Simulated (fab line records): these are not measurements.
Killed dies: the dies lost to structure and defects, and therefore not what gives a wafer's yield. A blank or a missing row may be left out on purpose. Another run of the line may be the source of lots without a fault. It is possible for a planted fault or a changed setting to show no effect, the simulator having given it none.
Tool commonality check | flow nand_harc | Lots sampled 2, wafers sampled 6

== THE REASON FOR OPENING IT ==
Flagged at NHARC_END_SORT_01: reading killed_at_array, on 2 of 2 lots. Fault-free wafers read 29, with a standard deviation of 11.
Rule: a lot is flagged in two cases, either no wafer of it has a number, or all its wafers with numbers fall more than 4 standard deviations from that mean. All remaining lots are regarded as sound.

lot  | measured     | on        | killed_at_array, wafer by wafer | flag
L256 | day 22 08:41 | prober-02 | 107 111 112                     | FLAGGED
L260 | day 22 23:41 | prober-02 | 106 116 114                     | FLAGGED
Average over the flagged lots: 111; offset from the usual +82, equal to +7 standard deviations.

== WHICH TOOL RAN EACH LOT ==
Before the reading, the record contains 3 process steps out of a 1159-step route. In each cell: the tool, then ch and the chambers that the sampled wafers went through, then the start.
lot  | flag    | NHARC_A_STAIRCASE_HM_DEP_456  | NHARC_A_BONDPAD_CMP_19      | NHARC_THIN_TSV_DESCUM_35
L256 | FLAGGED | acl_dep-01 ch 0, day 14 20:49 | cmp-04 ch 1,2, day 21 04:30 | rie_diel-06 ch 0,2,3, day 21 23:41
L260 | FLAGGED | acl_dep-01 ch 0, day 15 06:56 | cmp-03 ch 2,3, day 21 14:50 | rie_diel-08 ch 2,3, day 22 09:55
What the steps here do:
- NHARC_A_STAIRCASE_HM_DEP_456: deposits aC, target thk 1500 nm.
- NHARC_A_BONDPAD_CMP_19: polishes, t overpolish 30 s, cu recess touch 16 s, target thk 169.8 nm.
- NHARC_THIN_TSV_DESCUM_35: chemistry O2, time 3 s.
- NHARC_END_SORT_01

== FLAGGED OVER TOTAL, TOOL BY TOOL (the gauges that took the reading come last) ==
step                         | tool        | lots run | flagged | share of the flagged lots | sound lots run after its first flagged lot
NHARC_A_STAIRCASE_HM_DEP_456 | acl_dep-01  | 2        | 2       | all                       | 0
NHARC_A_BONDPAD_CMP_19       | cmp-03      | 1        | 1       | some                      | 0
NHARC_A_BONDPAD_CMP_19       | cmp-04      | 1        | 1       | some                      | 0
NHARC_THIN_TSV_DESCUM_35     | rie_diel-06 | 1        | 1       | some                      | 0
NHARC_THIN_TSV_DESCUM_35     | rie_diel-08 | 1        | 1       | some                      | 0
NHARC_END_SORT_01            | prober-02   | 2        | 2       | all                       | 0

== WHAT IS ALLOWED BY THE TABLE ==
Every flagged lot went through 2 rows of the table: acl_dep-01 at NHARC_A_STAIRCASE_HM_DEP_456 and prober-02 at NHARC_END_SORT_01.
- acl_dep-01 at NHARC_A_STAIRCASE_HM_DEP_456: 2 of its 2 lots flagged. The start can't be narrowed down: in this sample, it ran no sound lot prior to its first flagged lot.
- prober-02 at NHARC_END_SORT_01: 2 of its 2 lots flagged. The start can't be narrowed down: in this sample, it ran no sound lot prior to its first flagged lot.
Counting lots can't tell these 2 tools apart, because each fits a fault that began at some hour. More lots, or a look at what each step does to the wafer, might.

== WHAT THE SIMULATOR PUT IN ==
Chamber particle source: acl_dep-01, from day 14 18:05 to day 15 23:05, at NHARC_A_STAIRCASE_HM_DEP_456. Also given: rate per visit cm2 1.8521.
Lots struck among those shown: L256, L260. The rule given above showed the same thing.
